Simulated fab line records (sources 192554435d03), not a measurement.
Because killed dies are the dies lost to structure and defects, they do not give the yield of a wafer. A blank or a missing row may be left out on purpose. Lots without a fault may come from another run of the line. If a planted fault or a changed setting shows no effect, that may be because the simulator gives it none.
fab line records / flow n5-finfet
record lots=5 wafers=15 last-day=19
route steps=1938 shown BEOL_M4@1099 BEOL_M5@1112 BEOL_M15@1779 PASSIVATION@1936
lots that met no fault: taken from a fault-free run of the same line
start-h: the number of hours between the record's first day and the start of the first shown wafer of the lot / wait-h: time in hours since the lot's previous step / " the same as in the row above / L1.1+2: a row that stands for several wafers / - no value present, or no start provided / * or withheld: withheld / < > ~ a bound
route shown NAME@n: names a module that has steps shown in the file, with the first one's number in the route / usual: the fault-free wafers' mean and standard deviation / same: alike in all rows / chamber/n: place in a boat / sites: readings site by site / _std_site: standard deviation of those values / _edge_site: mean of outer sites minus mean of inner sites / radius-mm: for every site, how far away it sits from the centre of the wafer / mask NAME#n: copy n / behind: the most recent tool/chamber to have shaped the wafer / hold: what put the lot on hold/how long, in hours/how the hold closed / device: whichever transistor did not switch (one of n, p or np) / end of line: the same wafers' tests at the end of the route / where a step has no rows: the recipe by itself / killed: count of dies lost to structure and defects at first sort (not the wafer's yield) / map: a wafer's dies, marking killed ones x, the rest . and places with no die _
set.NAME: the setting the step ran with; set.NAME@STEP: the setting that earlier step ran with / model.NAME: the simulator's own value behind a step, which no gauge read
a table for each step, a row for each wafer; lots at some steps of the route
services: the hour from which a tool's chamber was out of use, counted from the record's first day as start-h (under 0 if before that day), plus the number of hours and why
## steps
# step N5_BEOL_M4_ANNEAL_95
# recipe temp-c=400 time-s=240 ambient=vacuum
# step N5_BEOL_M4_SPUTTER_96
# recipe material=Cu target-thk-a=45 temp-c=-20 chamber-pressure-pa=0.07 power-w=withheld time-s=8.29
# step N5_BEOL_M4_ECD_50
# recipe material=Cu target-thk-a=3000
# step N5_BEOL_M4_ANNEAL_51
# recipe temp-c=225 time-s=90 ambient=N2
# step N5_BEOL_M4_CMP_52
# recipe stop-on=SiOC t-overpolish-s=6.8 down-force-psi=1 platen-rpm=50 clearing-platen-down-force-psi=1.5 clearing-platen-rpm=50 post-cmp-clean=cu-alkaline target-thk-nm=40 clearing-platen-pad-velocity-m-s=0.99484 pad-velocity-m-s=0.99484
# step N5_BEOL_M4_PRE_CLEAN_60
# recipe gas=NH3/H2 time-s=15 temp-c=* rf-power-w=300
# step N5_BEOL_M4_CO_CAP_55
# recipe material=Co target-thk-a=20 temp-c=200 precursor=CCTBA/H2 pressure-torr=30 time-s=102.1
# step N5_BEOL_M4_PRE_CLEAN_56
# recipe gas=NH3 time-s=15 temp-c=withheld rf-power-w=300
# step N5_BEOL_M4_DEP_57
# recipe material=SiCN target-thk-a=80 temp-c=withheld precursor=3MS/NH3 pressure-torr=3 rf-w=202 time-s=14
# step N5_BEOL_M4_RC_MEAS_101
# usual DIBL_N=36.0/1.3 DIBL_P=36.2/1.7 IOFF_N=0.155/0.024 IOFF_P=0.21/0.034 ION_N=674/9 ION_P=463/7.1 SS_N=71.4/0.5 SS_P=73.4/0.57 VT_N=250.0/2.8 VT_P=-251/3.2
lot.wafer=L960.1 tool=prober-01 chamber=0 start-h=288.85 wait-h=0.0 DIBL_N[mV/V]=36.2 DIBL_P[mV/V]=37.8 IOFF_N[nA/um]=0.182 IOFF_P[nA/um]=0.23 ION_N[uA/um]=677 ION_P[uA/um]=467 SS_N[mV/dec]=71.6 SS_P[mV/dec]=73.9 VT_N[mV]=246.0 VT_P[mV]=-248
lot.wafer=L960.2 tool=prober-01 chamber=0 start-h=288.85 wait-h=0.0 DIBL_N[mV/V]=35.2 DIBL_P[mV/V]=36.5 IOFF_N[nA/um]=0.162 IOFF_P[nA/um]=0.20 ION_N[uA/um]=680 ION_P[uA/um]=465 SS_N[mV/dec]=71.0 SS_P[mV/dec]=73.4 VT_N[mV]=251.5 VT_P[mV]=-250
lot.wafer=L960.5 tool=prober-01 chamber=0 start-h=288.85 wait-h=0.0 DIBL_N[mV/V]=34.4 DIBL_P[mV/V]=35.4 IOFF_N[nA/um]=0.144 IOFF_P[nA/um]=0.19 ION_N[uA/um]=671 ION_P[uA/um]=469 SS_N[mV/dec]=71.4 SS_P[mV/dec]=73.6 VT_N[mV]=250.3 VT_P[mV]=-252
lot.wafer=L963.1 tool=prober-01 chamber=0 start-h=310.16 wait-h=0.0 DIBL_N[mV/V]=34.3 DIBL_P[mV/V]=36.1 IOFF_N[nA/um]=0.153 IOFF_P[nA/um]=0.20 ION_N[uA/um]=672 ION_P[uA/um]=463 SS_N[mV/dec]=71.5 SS_P[mV/dec]=74.0 VT_N[mV]=248.5 VT_P[mV]=-250
lot.wafer=L963.2 tool=prober-01 chamber=0 start-h=310.16 wait-h=0.0 DIBL_N[mV/V]=34.4 DIBL_P[mV/V]=35.9 IOFF_N[nA/um]=0.145 IOFF_P[nA/um]=0.20 ION_N[uA/um]=672 ION_P[uA/um]=459 SS_N[mV/dec]=70.9 SS_P[mV/dec]=74.2 VT_N[mV]=250.7 VT_P[mV]=-252
lot.wafer=L963.4 tool=prober-01 chamber=0 start-h=310.16 wait-h=0.0 DIBL_N[mV/V]=34.9 DIBL_P[mV/V]=35.6 IOFF_N[nA/um]=0.149 IOFF_P[nA/um]=0.20 ION_N[uA/um]=669 ION_P[uA/um]=462 SS_N[mV/dec]=71.4 SS_P[mV/dec]=74.6 VT_N[mV]=247.2 VT_P[mV]=-250
lot.wafer=L962.1 tool=prober-01 chamber=0 start-h=314.91 wait-h=0.0 DIBL_N[mV/V]=37.1 DIBL_P[mV/V]=38.4 IOFF_N[nA/um]=0.193 IOFF_P[nA/um]=0.27 ION_N[uA/um]=678 ION_P[uA/um]=475 SS_N[mV/dec]=71.6 SS_P[mV/dec]=73.7 VT_N[mV]=247.1 VT_P[mV]=-246
lot.wafer=L962.2 tool=prober-01 chamber=0 start-h=314.91 wait-h=0.0 DIBL_N[mV/V]=35.7 DIBL_P[mV/V]=36.5 IOFF_N[nA/um]=0.167 IOFF_P[nA/um]=0.25 ION_N[uA/um]=684 ION_P[uA/um]=475 SS_N[mV/dec]=71.8 SS_P[mV/dec]=73.3 VT_N[mV]=246.7 VT_P[mV]=-246
lot.wafer=L962.5 tool=prober-01 chamber=0 start-h=314.91 wait-h=0.0 DIBL_N[mV/V]=35.7 DIBL_P[mV/V]=36.7 IOFF_N[nA/um]=0.166 IOFF_P[nA/um]=0.24 ION_N[uA/um]=673 ION_P[uA/um]=468 SS_N[mV/dec]=71.3 SS_P[mV/dec]=73.4 VT_N[mV]=247.9 VT_P[mV]=-245
lot.wafer=L965.1 tool=prober-02 chamber=0 start-h=319.29 wait-h=0.0 DIBL_N[mV/V]=37.3 DIBL_P[mV/V]=37.1 IOFF_N[nA/um]=0.169 IOFF_P[nA/um]=0.23 ION_N[uA/um]=672 ION_P[uA/um]=459 SS_N[mV/dec]=71.8 SS_P[mV/dec]=74.4 VT_N[mV]=251.9 VT_P[mV]=-253
lot.wafer=L965.3 tool=prober-02 chamber=0 start-h=319.29 wait-h=0.0 DIBL_N[mV/V]=35.7 DIBL_P[mV/V]=34.6 IOFF_N[nA/um]=0.131 IOFF_P[nA/um]=0.18 ION_N[uA/um]=661 ION_P[uA/um]=455 SS_N[mV/dec]=71.0 SS_P[mV/dec]=73.5 VT_N[mV]=254.8 VT_P[mV]=-254
lot.wafer=L965.6 tool=prober-02 chamber=0 start-h=319.29 wait-h=0.0 DIBL_N[mV/V]=36.5 DIBL_P[mV/V]=36.2 IOFF_N[nA/um]=0.151 IOFF_P[nA/um]=0.21 ION_N[uA/um]=664 ION_P[uA/um]=458 SS_N[mV/dec]=71.8 SS_P[mV/dec]=73.7 VT_N[mV]=250.4 VT_P[mV]=-250
lot.wafer=L972.3 tool=prober-01 chamber=0 start-h=348.02 wait-h=0.3 DIBL_N[mV/V]=35.3 DIBL_P[mV/V]=35.0 IOFF_N[nA/um]=0.135 IOFF_P[nA/um]=0.21 ION_N[uA/um]=675 ION_P[uA/um]=470 SS_N[mV/dec]=70.8 SS_P[mV/dec]=72.2 VT_N[mV]=251.2 VT_P[mV]=-252
lot.wafer=L972.4 tool=prober-01 chamber=0 start-h=348.02 wait-h=0.3 DIBL_N[mV/V]=35.2 DIBL_P[mV/V]=34.5 IOFF_N[nA/um]=0.135 IOFF_P[nA/um]=0.20 ION_N[uA/um]=677 ION_P[uA/um]=464 SS_N[mV/dec]=70.9 SS_P[mV/dec]=72.2 VT_N[mV]=252.7 VT_P[mV]=-250
lot.wafer=L972.5 tool=prober-01 chamber=0 start-h=348.02 wait-h=0.3 DIBL_N[mV/V]=34.9 DIBL_P[mV/V]=35.5 IOFF_N[nA/um]=0.131 IOFF_P[nA/um]=0.20 ION_N[uA/um]=667 ION_P[uA/um]=467 SS_N[mV/dec]=70.8 SS_P[mV/dec]=72.6 VT_N[mV]=253.3 VT_P[mV]=-247
# step N5_BEOL_M5_ILD_DEP_00
# recipe material=SiCOH_lowk target-thk-a=1406.4 temp-c=300 precursor=DEMS/porogen pressure-torr=5 rf-w=500 time-s=25.9
# step N5_BEOL_M5_CURE_79
# recipe temp-c=385 time-s=240 ambient=He/Ar material=SiCOH_lowk
# step N5_BEOL_M5_PECVD_70
# recipe material=SiO2 target-thk-a=160 temp-c=400 precursor=TEOS/O2 pressure-torr=5.5 rf-w=450 teos-flow-sccm=53.8 gas=O2 flow-sccm=3000 time-s=18
# step N5_BEOL_M5_HM_DEP_02
# recipe material=TiN target-thk-a=200 temp-c=25 chamber-pressure-pa=0.49996
# step N5_BEOL_M5_COAT_59
# recipe resist=SOC temp-c=250 time-s=60 spin-rpm=1500 resist-thk-nm=60
# step N5_BEOL_M5_COAT_60
# recipe resist=SiARC temp-c=220 time-s=60 spin-rpm=1500 resist-thk-nm=12
# step N5_BEOL_M5_COAT_71
# recipe resist=underlayer temp-c=205 time-s=60 spin-rpm=1500 resist-thk-nm=5
# step N5_BEOL_M5_COAT_05
# recipe resist=CAR-EUV spin-rpm=1500 resist-thk-nm=30
# step N5_BEOL_M5_EBR_07
# recipe solvent=PGMEA ebr-width-mm=1.5
# step N5_BEOL_M5_SOFTBAKE_06
# recipe temp-c=110 time-s=60 resist=CAR-EUV
# step N5_BEOL_M5_EXPOSE_08
# recipe mask-id=M5 na=0.33 source-shape=annular sigma-inner=0.4 sigma-outer=0.8 polarization=unpolarized target-cd-nm=28 dose-mj=35.75
# step N5_BEOL_M5_PEB_09
# recipe peb-temp-c=100 peb-time-s=60 resist=CAR-EUV
# step N5_BEOL_M5_DEVELOP_10
# recipe develop-time-s=30 developer=TMAH resist=CAR-EUV rinse-liquid=surfactant-rinse dry=air-spin dev-temp-c=23
# step N5_BEOL_M5_DESCUM_16
# recipe chemistry=O2 time-s=7 source-power-w=50 bias-power-w=20 pressure-mtorr=20 rf-frequency-hz=2.712e+07 temp-c=40 resist=CAR-EUV o2-flow-sccm=225
# step N5_BEOL_M5_ETCH_72
# recipe chemistry=N2/H2 target=underlayer target-depth-a=65 mask-material=CAR-EUV time-s=5.2 ion-energy-ev=200 pressure-mtorr=30 source-w=840 bias-w=150 n2-flow-sccm=200 h2-flow-sccm=200 ends=cleared
# step N5_BEOL_M5_ETCH_61
# recipe chemistry=CF4 target=SiARC target-depth-a=156 mask-material=CAR-EUV time-s=26 ion-energy-ev=80 pressure-mtorr=40 source-w=545 bias-w=36 Ar_flow_sccm=100 cf4-flow-sccm=100 ends=cleared
# step N5_BEOL_M5_ETCH_62
# recipe chemistry=N2/H2 target=SOC target-depth-a=750 overetch-a=150 mask-material=SiARC temp-c=40 time-s=112.5 ion-energy-ev=200 pressure-mtorr=30 source-w=840 bias-w=150 n2-flow-sccm=200 h2-flow-sccm=200
# step N5_BEOL_M5_STRIP_63
# recipe chemistry=N2/H2 temp-c=40 n2-flow-sccm=200 h2-flow-sccm=200 rf-frequency-hz=6e+07
# step N5_BEOL_M5_STRIP_73
# recipe chemistry=N2/H2 temp-c=40 n2-flow-sccm=200 h2-flow-sccm=200 rf-frequency-hz=6e+07
# step N5_BEOL_M5_STRIP_64
# recipe chemistry=CF4 resist=SiARC power-w=300 bias-power-w=75 pressure-mtorr=50 cf4-flow-sccm=150 rf-frequency-hz=6e+07
# step N5_BEOL_M5_HM_OPEN_17
# recipe chemistry=Cl2/BCl3 target-depth-a=200 overetch-a=60 target=TiN mask-material=SOC ion-energy-ev=150 pressure-mtorr=10 icp-w=1000 bias-w=126 Cl2_flow_sccm=53.25 bcl3-flow-sccm=21.75 Ar_flow_sccm=25
# step N5_BEOL_M5_STRIP_19
# recipe chemistry=O2 power-w=400 temp-c=40 pressure-mtorr=30 rf-frequency-hz=6e+07 bias-power-w=0 overash-fraction=0.2 o2-flow-sccm=225
# step N5_BEOL_M5_COAT_65
# recipe resist=SOC temp-c=250 time-s=60 spin-rpm=1500 resist-thk-nm=60
# step N5_BEOL_M5_COAT_66
# recipe resist=SiARC temp-c=220 time-s=60 spin-rpm=1500 resist-thk-nm=12
# step N5_BEOL_M15_EXPOSE_07
# recipe mask-id=V14 na=0.8 source-shape=annular sigma-inner=0.5 sigma-outer=0.8 polarization=unpolarized attpsm-phase-deg=180 dose-mj=41.25
lot.wafer=L960.1+2+5 tool=krf-scanner-02 chamber=0 start-h=383.11 wait-h=- mask=V14#0
lot.wafer=L963.1+2+4 tool=krf-scanner-02 chamber=0 start-h=392.41 wait-h=- mask=V14#0
lot.wafer=L962.1+2+5 tool=krf-scanner-02 chamber=0 start-h=400.16 wait-h=- mask=V14#0
lot.wafer=L965.1+3+6 tool=krf-scanner-02 chamber=0 start-h=403.41 wait-h=- mask=V14#0
lot.wafer=L972.3+4+5 tool=krf-scanner-01 chamber=0 start-h=436.22 wait-h=- mask=V14#0
# step N5_BEOL_M15_CD_MEAS_10
# recipe target-cd-nm=360 landing-energy-ev=500 detector=se-inlens polarity=opening
# usual cd-nm=360.6/1.1
lot.wafer=L960.1 tool=cd-sem-01 chamber=0 start-h=383.28 wait-h=- cd-nm=362.3
lot.wafer=L960.2 tool=cd-sem-01 chamber=0 start-h=383.28 wait-h=- cd-nm=361.8
lot.wafer=L960.5 tool=cd-sem-01 chamber=0 start-h=383.28 wait-h=- cd-nm=362.0
lot.wafer=L963.1 tool=cd-sem-03 chamber=0 start-h=392.58 wait-h=- cd-nm=411.0
lot.wafer=L963.2 tool=cd-sem-03 chamber=0 start-h=392.58 wait-h=- cd-nm=410.7
lot.wafer=L963.4 tool=cd-sem-03 chamber=0 start-h=392.58 wait-h=- cd-nm=359.6
lot.wafer=L962.1 tool=cd-sem-01 chamber=0 start-h=400.34 wait-h=- cd-nm=409.9
lot.wafer=L962.2 tool=cd-sem-01 chamber=0 start-h=400.34 wait-h=- cd-nm=409.0
lot.wafer=L962.5 tool=cd-sem-01 chamber=0 start-h=400.34 wait-h=- cd-nm=409.1
lot.wafer=L965.1 tool=cd-sem-03 chamber=0 start-h=403.58 wait-h=- cd-nm=410.5
lot.wafer=L965.3 tool=cd-sem-03 chamber=0 start-h=403.58 wait-h=- cd-nm=361.8
lot.wafer=L965.6 tool=cd-sem-03 chamber=0 start-h=403.58 wait-h=- cd-nm=361.6
lot.wafer=L972.3 tool=cd-sem-03 chamber=0 start-h=436.38 wait-h=- cd-nm=360.1
lot.wafer=L972.4 tool=cd-sem-03 chamber=0 start-h=436.38 wait-h=- cd-nm=359.7
lot.wafer=L972.5 tool=cd-sem-03 chamber=0 start-h=436.38 wait-h=- cd-nm=358.6
# step N5_PASSIVATION_PROBE_49
# usual defect-limited-yield=90.8/1.7 killed_at_M0_to_M3=37/12 killed_at_M4_up=15/5.6 killed-at-contacts=13/6.9 killed-at-front-end=40/11 killed-at-other=4/3.2 killed-dies=109/20 killed-on-rim=14/4.3 killed-open=73/15 killed-short=35/8.3 sort_bin_5_function=5.4/1.1 sort_bin_6_memory=3.5/0.73 sort-n-pass=1071/20 sort-yield-pct=90.8/1.7
# same gross-dies=1180 killed-at-back-side=0 sort_bin_4_leakage[%]=0 sort_bin_8_speed[%]=0
lot.wafer=L963.1 tool=prober-01 chamber=- start-h=411.84 wait-h=0.0 defect-limited-yield[%]=83.6 killed_at_M0_to_M3=39 killed_at_M4_up=103 killed-at-contacts=9 killed-at-front-end=37 killed-at-other=5 killed-dies=193 killed-on-rim=29 killed-open=62 killed-short=42 sort_bin_5_function[%]=4.2 sort_bin_6_memory[%]=4.1 sort-n-pass=987 sort-yield-pct[%]=83.6
lot.wafer=L963.2 tool=prober-01 chamber=- start-h=411.89 wait-h=0.1 defect-limited-yield[%]=81.9 killed_at_M0_to_M3=34 killed_at_M4_up=131 killed-at-contacts=4 killed-at-front-end=43 killed-at-other=2 killed-dies=214 killed-on-rim=34 killed-open=52 killed-short=42 sort_bin_5_function[%]=4.4 sort_bin_6_memory[%]=3.1 sort-n-pass=966 sort-yield-pct[%]=81.9
lot.wafer=L963.4 tool=prober-01 chamber=- start-h=411.99 wait-h=0.2 defect-limited-yield[%]=93.1 killed_at_M0_to_M3=30 killed_at_M4_up=9 killed-at-contacts=4 killed-at-front-end=37 killed-at-other=2 killed-dies=82 killed-on-rim=17 killed-open=53 killed-short=29 sort_bin_5_function[%]=3.7 sort_bin_6_memory[%]=2.9 sort-n-pass=1098 sort-yield-pct[%]=93.1
lot.wafer=L965.1 tool=prober-01 chamber=- start-h=425.88 wait-h=0.0 defect-limited-yield[%]=81.1 killed_at_M0_to_M3=38 killed_at_M4_up=129 killed-at-contacts=21 killed-at-front-end=35 killed-at-other=0 killed-dies=223 killed-on-rim=41 killed-open=64 killed-short=45 sort_bin_5_function[%]=5.3 sort_bin_6_memory[%]=3.3 sort-n-pass=957 sort-yield-pct[%]=81.1
lot.wafer=L965.3 tool=prober-01 chamber=- start-h=425.98 wait-h=0.1 defect-limited-yield[%]=92.7 killed_at_M0_to_M3=33 killed_at_M4_up=6 killed-at-contacts=11 killed-at-front-end=35 killed-at-other=1 killed-dies=86 killed-on-rim=11 killed-open=56 killed-short=30 sort_bin_5_function[%]=4.2 sort_bin_6_memory[%]=2.6 sort-n-pass=1094 sort-yield-pct[%]=92.7
lot.wafer=L965.6 tool=prober-01 chamber=- start-h=426.13 wait-h=0.3 defect-limited-yield[%]=89.9 killed_at_M0_to_M3=42 killed_at_M4_up=10 killed-at-contacts=26 killed-at-front-end=28 killed-at-other=13 killed-dies=119 killed-on-rim=14 killed-open=77 killed-short=40 sort_bin_5_function[%]=5.9 sort_bin_6_memory[%]=3.8 sort-n-pass=1061 sort-yield-pct[%]=89.9
lot.wafer=L962.1 tool=prober-02 chamber=- start-h=426.85 wait-h=0.0 defect-limited-yield[%]=80.3 killed_at_M0_to_M3=34 killed_at_M4_up=136 killed-at-contacts=25 killed-at-front-end=37 killed-at-other=0 killed-dies=232 killed-on-rim=40 killed-open=73 killed-short=31 sort_bin_5_function[%]=5.5 sort_bin_6_memory[%]=3.5 sort-n-pass=948 sort-yield-pct[%]=80.3
lot.wafer=L962.2 tool=prober-02 chamber=- start-h=426.90 wait-h=0.1 defect-limited-yield[%]=78.7 killed_at_M0_to_M3=37 killed_at_M4_up=156 killed-at-contacts=13 killed-at-front-end=44 killed-at-other=1 killed-dies=251 killed-on-rim=36 killed-open=65 killed-short=41 sort_bin_5_function[%]=5.5 sort_bin_6_memory[%]=3.4 sort-n-pass=929 sort-yield-pct[%]=78.7
lot.wafer=L962.5 tool=prober-02 chamber=- start-h=427.05 wait-h=0.2 defect-limited-yield[%]=80.3 killed_at_M0_to_M3=36 killed_at_M4_up=130 killed-at-contacts=29 killed-at-front-end=38 killed-at-other=0 killed-dies=233 killed-on-rim=32 killed-open=95 killed-short=24 sort_bin_5_function[%]=6.3 sort_bin_6_memory[%]=3.6 sort-n-pass=947 sort-yield-pct[%]=80.3
# killed by level:class
L963.1 BEOL_M15:area-expose=89 FIN_SAQP:geometric-particle:short=12 BEOL_M1:geometric-particle:short=8 FIN_SAQP:geometric-particle:open=7 MOL_CONTACT_COAG:geometric-particle:open=7 BEOL_M1:geometric-particle:open=7 BEOL_M3:geometric-particle:open=7 STI_FIN_REVEAL:geometric-particle:open=6
L963.2 BEOL_M15:area-expose=120 FIN_SAQP:geometric-particle:short=13 FIN_SAQP:geometric-particle:open=9 BEOL_M2:geometric-particle:open=9 STI_FIN_REVEAL:geometric-particle:open=6 BEOL_M0_SAQP:geometric-particle:open=5 BEOL_M2:geometric-particle:short=5 BEOL_M0:geometric-particle:short=4
L963.4 FIN_SAQP:geometric-particle:short=8 GATE_CUT:geometric-particle:short=7 BEOL_M1:geometric-particle:open=7 BEOL_M0_SAQP:geometric-particle:open=6 FIN_SAQP:geometric-particle:open=5 BEOL_M3:geometric-particle:open=5 DUMMY_GATE:geometric-particle:open=4 BEOL_M2:geometric-particle:open=4
L965.1 BEOL_M15:area-expose=113 MOL_CONTACT_COAG:geometric-particle:open=16 BEOL_M1:geometric-particle:open=8 BEOL_M2:geometric-particle:short=8 BEOL_M0_SAQP:geometric-particle:short=7 STARTING-WAFER:geometric-particle:short=7 STI_FIN_REVEAL:geometric-particle:open=6 BEOL_M3:geometric-particle:open=6
L965.3 MOL_CONTACT_COAG:geometric-particle:open=10 FIN_SAQP:geometric-particle:short=9 BEOL_M0_SAQP:geometric-particle:open=9 FIN_SAQP:geometric-particle:open=7 BEOL_M2:geometric-particle:short=6 BEOL_M3:geometric-particle:open=6 BEOL_M2:geometric-particle:open=5 STARTING-WAFER:geometric-particle:short=4
L965.6 MOL_CONTACT_COAG:geometric-particle:open=18 BEOL_M2:geometric-particle:open=17 FIN_SAQP:geometric-particle:short=9 MOL_CONTACT_COAG:geometric-particle:short=8 FIN_SAQP:geometric-particle:open=6 BEOL_M2:geometric-particle:short=6 BEOL_M0_SAQP:geometric-particle:short=5 BEOL_M3:geometric-particle:open=5
L962.1 BEOL_M15:area-expose=124 MOL_CONTACT_COAG:geometric-particle:open=22 BEOL_M0_SAQP:geometric-particle:open=8 BEOL_M2:geometric-particle:open=7 BEOL_M0_SAQP:geometric-particle:short=7 BEOL_M1:geometric-particle:open=7 FIN_SAQP:geometric-particle:short=6 GATE_CUT:geometric-particle:short=6
L962.2 BEOL_M15:area-expose=143 FIN_SAQP:geometric-particle:short=15 BEOL_M2:geometric-particle:open=14 STI_FIN_REVEAL:geometric-particle:open=10 MOL_CONTACT_COAG:geometric-particle:open=10 BEOL_M0_SAQP:geometric-particle:short=8 BEOL_M0_SAQP:geometric-particle:open=8 FIN_SAQP:geometric-particle:open=4
L962.5 BEOL_M15:area-expose=112 MOL_CONTACT_COAG:geometric-particle:open=25 BEOL_M2:geometric-particle:open=12 STI_FIN_REVEAL:geometric-particle:open=10 BEOL_M0_SAQP:geometric-particle:open=7 GATE_CUT:geometric-particle:short=6 BEOL_M1:geometric-particle:open=6 BEOL_M4:geometric-particle:open=6
# map L962.2 (x killed, . not)
_________________..xxx..x.xx.________________
______________xx.xx.xxxxxxx.x.xx_____________
___________.xx.xxx..xx..x.x...x.x..__________
__________..xxxxx...x..x.x..xxx...x._________
________..xxxx.x..x.xxxxx.xxx..x...x.x_______
_______x.x.x..xxxx.x..x...xx.x...x.x..x______
______.......xxxx..xxx.xx....x..x.....x._____
_____..x........x....x..xx............x..____
____xx.x.x.x.....x.xx...x.....x.....x.....___
___..x..x...x..xx...x..xxxx..x.......x.....__
___xx....x..xxx..x...x.x.x..x........x.....__
__.....x...xx...x..x......................x._
__.x....x...xx.x.x.x.xxx.x.x.........x..xx.._
_..x.x..........x...x...........xx....x...x..
_...x...x..x...xx.xx.x.....x...x.......x.....
_xx.x......xxxx........x..x.......x.x.x....x.
_xx........xxx..x.......x....................
_x..x......x...x.x........x.............x....
_.x..xx..x......x.....x......................
_.x...............x..x......................x
_...........................x................
__...x....x...............x.x..........x...._
__...........x.x.......x.....x............x._
___......xx..x......x............x.........__
___..x......................x....x.......x.__
____..............x........x..x..........x___
_____.........................x.....x.x..____
______.x......x........................._____
_______x........xx....x..x.x......x.x..______
________...x................x....x...._______
__________..x.....x................._________
___________x....x...x..............__________
______________..........x......._____________
_________________............________________
# map L963.2 (x killed, . not)
_________________xx..xxx.xx.x________________
______________.x.....x.....xxxx._____________
___________.xx.x..x...xx.......xx..__________
__________..x.x.xxx..x.x...x..x...x._________
________x.....x.xx...x.x.x.x..x.x.x.x._______
_______x..x....xx.x.xx.xx.x....x.......______
______xx.xx.xx..x...x.....x..x..x..x...._____
_____x.xxx.xx..xx..x.....x.x........xx...____
____xx.x....xxx...xx.x..xx.x..xx.x........___
___.xxxx.x...x.......x...xx......x.....x...__
___x...x.x..x..x.....x....x.x.x..x.........__
__.....x..x....x.......x.x.............x...._
__.....x..xxx....x......xx........x........._
_....x.......x....x......xx...........x.x....
_.x...x..x....x.......x.....xxx..............
_...x......xx.......x.............x......x...
_..........x..x...................x..........
_xx....x.........x.......xx....x....xx.......
_......x..x.............x.........x.....x....
_.x...x.....................x....x...........
_.x........x......x..............x.....x.....
__...xx........................x.......x...._
__x........................................._
___...............x........................__
___......x.....................xx.....xx...__
____.....................x...........x....___
_____..x...............x.x.x.............____
______..x......................x........_____
_______x...................xx.....x.xxx______
________...x...............xx.x.x....._______
__________............x.....x......._________
___________...x...........x........__________
______________......x.....x....._____________
_________________............________________
## services
tool=krf-scanner-02 chamber=0 start-h=367.44 hours=- kind=calibration
tool=krf-scanner-01 chamber=- start-h=391.17 hours=1.0 kind=pm
tool=krf-scanner-02 chamber=- start-h=391.45 hours=0.8 kind=repair
tool=krf-scanner-01 chamber=- start-h=409.68 hours=0.8 kind=pm
tool=krf-scanner-02 chamber=- start-h=410.43 hours=1.3 kind=pm
tool=krf-scanner-02 chamber=- start-h=412.42 hours=0.8 kind=pm
tool=krf-scanner-02 chamber=- start-h=415.70 hours=1.0 kind=pm
## key
first-sign step=N5_BEOL_M15_CD_MEAS_10 reading=cd-nm direction=up sigmas=46 usual=360.6 struck=410.0
effect step=N5_PASSIVATION_PROBE_49 reading=killed_at_M4_up direction=up sigmas=21 usual=15 struck=131
more-kills-born-at N5_BEOL_M15_EXPOSE_07@krf-scanner-02=701
met-at N5_BEOL_M15_EXPOSE_07
struck-wafers L962.1,L962.2,L962.5,L963.1,L963.2,L965.1
onset-between 383.11 392.41
fault kind=process-parameter-drift tool=krf-scanner-02 chamber=- onset-h=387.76 steps=N5_BEOL_M15_EXPOSE_07 channel=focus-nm offset=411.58 shape=step end-h=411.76 scope=struck-wafers-only
